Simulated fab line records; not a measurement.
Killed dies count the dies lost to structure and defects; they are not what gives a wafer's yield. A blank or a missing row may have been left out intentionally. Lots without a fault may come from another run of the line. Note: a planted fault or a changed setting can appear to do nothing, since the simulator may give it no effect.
Split-lot study || flow n5_finfet || route with 1938 steps; 7 lots, 21 wafers read

SPLIT DETAILS
At N5_DUMMY_GATE_COAT_35 (time 60 s, resist thk 10 nm), the setting spin_rpm was moved away from the recipe's 1500 rpm on 10 of the 21 wafers read, by -8.3% to +6.5%. This setting was run at the recipe's value on the other wafers.

The split's own step is where the reading is taken.

THE READING
SiARC_of_DUMMY_GATE_COAT_35.thk_nm (the simulator's own value, which no gauge read), in nm, at N5_DUMMY_GATE_COAT_35 (time 60 s, resist thk 10 nm). The file gives no usual value for it.

{"wafer": "L075.1", "tool, chamber at the split": "litho_track-02, 0", "spin_rpm as run, rpm": 1500, "against the recipe": "recipe", "SiARC_of_DUMMY_GATE_COAT_35.thk_nm, nm": 10, "against lot-mates on the recipe": "-"}
{"wafer": "L075.2", "tool, chamber at the split": "litho_track-02, 0", "spin_rpm as run, rpm": 1598, "against the recipe": "+6.5%", "SiARC_of_DUMMY_GATE_COAT_35.thk_nm, nm": 9.6, "against lot-mates on the recipe": -0.4}
{"wafer": "L075.4", "tool, chamber at the split": "litho_track-02, 0", "spin_rpm as run, rpm": 1598, "against the recipe": "+6.5%", "SiARC_of_DUMMY_GATE_COAT_35.thk_nm, nm": 9.8, "against lot-mates on the recipe": -0.2}
{"wafer": "L082.2", "tool, chamber at the split": "litho_track-01, 0", "spin_rpm as run, rpm": 1375, "against the recipe": "-8.3%", "SiARC_of_DUMMY_GATE_COAT_35.thk_nm, nm": 10.4, "against lot-mates on the recipe": "+0.4"}
{"wafer": "L082.3", "tool, chamber at the split": "litho_track-01, 0", "spin_rpm as run, rpm": 1500, "against the recipe": "recipe", "SiARC_of_DUMMY_GATE_COAT_35.thk_nm, nm": 10, "against lot-mates on the recipe": "-"}
{"wafer": "L082.5", "tool, chamber at the split": "litho_track-01, 0", "spin_rpm as run, rpm": 1500, "against the recipe": "recipe", "SiARC_of_DUMMY_GATE_COAT_35.thk_nm, nm": 10, "against lot-mates on the recipe": "-"}
{"wafer": "L085.4", "tool, chamber at the split": "litho_track-04, 0", "spin_rpm as run, rpm": 1445, "against the recipe": "-3.7%", "SiARC_of_DUMMY_GATE_COAT_35.thk_nm, nm": 10.2, "against lot-mates on the recipe": "no lot-mate on the recipe"}
{"wafer": "L085.5", "tool, chamber at the split": "litho_track-04, 0", "spin_rpm as run, rpm": 1445, "against the recipe": "-3.7%", "SiARC_of_DUMMY_GATE_COAT_35.thk_nm, nm": 10.2, "against lot-mates on the recipe": "no lot-mate on the recipe"}
{"wafer": "L085.6", "tool, chamber at the split": "litho_track-04, 0", "spin_rpm as run, rpm": 1445, "against the recipe": "-3.7%", "SiARC_of_DUMMY_GATE_COAT_35.thk_nm, nm": 10.2, "against lot-mates on the recipe": "no lot-mate on the recipe"}
{"wafer": "L086.2", "tool, chamber at the split": "litho_track-04, 0", "spin_rpm as run, rpm": 1379, "against the recipe": "-8.1%", "SiARC_of_DUMMY_GATE_COAT_35.thk_nm, nm": 10.4, "against lot-mates on the recipe": "+0.4"}
{"wafer": "L086.4", "tool, chamber at the split": "litho_track-04, 0", "spin_rpm as run, rpm": 1379, "against the recipe": "-8.1%", "SiARC_of_DUMMY_GATE_COAT_35.thk_nm, nm": 10.4, "against lot-mates on the recipe": "+0.4"}
{"wafer": "L086.3", "tool, chamber at the split": "litho_track-04, 0", "spin_rpm as run, rpm": 1500, "against the recipe": "recipe", "SiARC_of_DUMMY_GATE_COAT_35.thk_nm, nm": 10, "against lot-mates on the recipe": "-"}
{"wafer": "L087.1", "tool, chamber at the split": "litho_track-04, 0", "spin_rpm as run, rpm": 1416, "against the recipe": "-5.6%", "SiARC_of_DUMMY_GATE_COAT_35.thk_nm, nm": 10.4, "against lot-mates on the recipe": "+0.4"}
{"wafer": "L087.2", "tool, chamber at the split": "litho_track-04, 0", "spin_rpm as run, rpm": 1500, "against the recipe": "recipe", "SiARC_of_DUMMY_GATE_COAT_35.thk_nm, nm": 10, "against lot-mates on the recipe": "-"}
{"wafer": "L087.6", "tool, chamber at the split": "litho_track-04, 0", "spin_rpm as run, rpm": 1416, "against the recipe": "-5.6%", "SiARC_of_DUMMY_GATE_COAT_35.thk_nm, nm": 10.2, "against lot-mates on the recipe": "+0.2"}
{"wafer": "L089.1", "tool, chamber at the split": "litho_track-02, 0", "spin_rpm as run, rpm": 1500, "against the recipe": "recipe", "SiARC_of_DUMMY_GATE_COAT_35.thk_nm, nm": 10, "against lot-mates on the recipe": "-"}
{"wafer": "L089.2", "tool, chamber at the split": "litho_track-02, 0", "spin_rpm as run, rpm": 1500, "against the recipe": "recipe", "SiARC_of_DUMMY_GATE_COAT_35.thk_nm, nm": 10, "against lot-mates on the recipe": "-"}
{"wafer": "L089.4", "tool, chamber at the split": "litho_track-02, 0", "spin_rpm as run, rpm": 1500, "against the recipe": "recipe", "SiARC_of_DUMMY_GATE_COAT_35.thk_nm, nm": 10, "against lot-mates on the recipe": "-"}
{"wafer": "L091.1", "tool, chamber at the split": "litho_track-04, 0", "spin_rpm as run, rpm": 1500, "against the recipe": "recipe", "SiARC_of_DUMMY_GATE_COAT_35.thk_nm, nm": 10, "against lot-mates on the recipe": "-"}
{"wafer": "L091.4", "tool, chamber at the split": "litho_track-04, 0", "spin_rpm as run, rpm": 1500, "against the recipe": "recipe", "SiARC_of_DUMMY_GATE_COAT_35.thk_nm, nm": 10, "against lot-mates on the recipe": "-"}
{"wafer": "L091.6", "tool, chamber at the split": "litho_track-04, 0", "spin_rpm as run, rpm": 1500, "against the recipe": "recipe", "SiARC_of_DUMMY_GATE_COAT_35.thk_nm, nm": 10, "against lot-mates on the recipe": "-"}

THE FIT
A straight line over all 21 wafers: SiARC_of_DUMMY_GATE_COAT_35.thk_nm changes by -0.049 nm for each +1% of spin_rpm; r = -0.97; the points scatter about the line by 0.047 nm.
The same after taking each lot's own level away (the mean of its wafers on the recipe; 18 wafers): -0.0487 nm for each +1%; r = -0.97; scatter 0.051 nm.
According to that fit, moving spin_rpm by its largest amount changes the reading by 0.41 nm.
The lots' own levels span 10.00 to 10.00 nm.
The two slopes are in agreement: the lot-to-lot level therefore moves the slope only a little.
Check: for one of the wafers moved furthest among these (-8.3%), held out of the fit, the line's prediction against its lot-mates is +0.415 nm. It came out at +0.4 nm against them.

THESE WAFERS: OTHER SPLITS
Note: prior to the reading, these wafers also went through further splits. Each is held against what the fit with the lots' levels taken away leaves over:
{"other split on the same wafers": "N5_WELL_APT_COAT_02 spin_rpm", "wafers away from the commonest value": 8, "r with SiARC_of_DUMMY_GATE_COAT_35.thk_nm (lot level and that fit taken away)": -0.13}
{"other split on the same wafers": "N5_WELL_APT_COAT_19 spin_rpm", "wafers away from the commonest value": 4, "r with SiARC_of_DUMMY_GATE_COAT_35.thk_nm (lot level and that fit taken away)": "+0.13"}
{"other split on the same wafers": "N5_FIN_SAQP_HM_DEP_72 time_s", "wafers away from the commonest value": 9, "r with SiARC_of_DUMMY_GATE_COAT_35.thk_nm (lot level and that fit taken away)": -0.10}
{"other split on the same wafers": "N5_FIN_SAQP_DESCUM_21 time_s", "wafers away from the commonest value": 6, "r with SiARC_of_DUMMY_GATE_COAT_35.thk_nm (lot level and that fit taken away)": -0.15}
{"other split on the same wafers": "N5_FIN_CUT_COAT_19 spin_rpm", "wafers away from the commonest value": 10, "r with SiARC_of_DUMMY_GATE_COAT_35.thk_nm (lot level and that fit taken away)": "+0.08"}

FILE'S OWN FIT
SiARC_of_DUMMY_GATE_COAT_35.thk_nm changes by -0.0489 nm for each +1% of spin_rpm, r = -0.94.
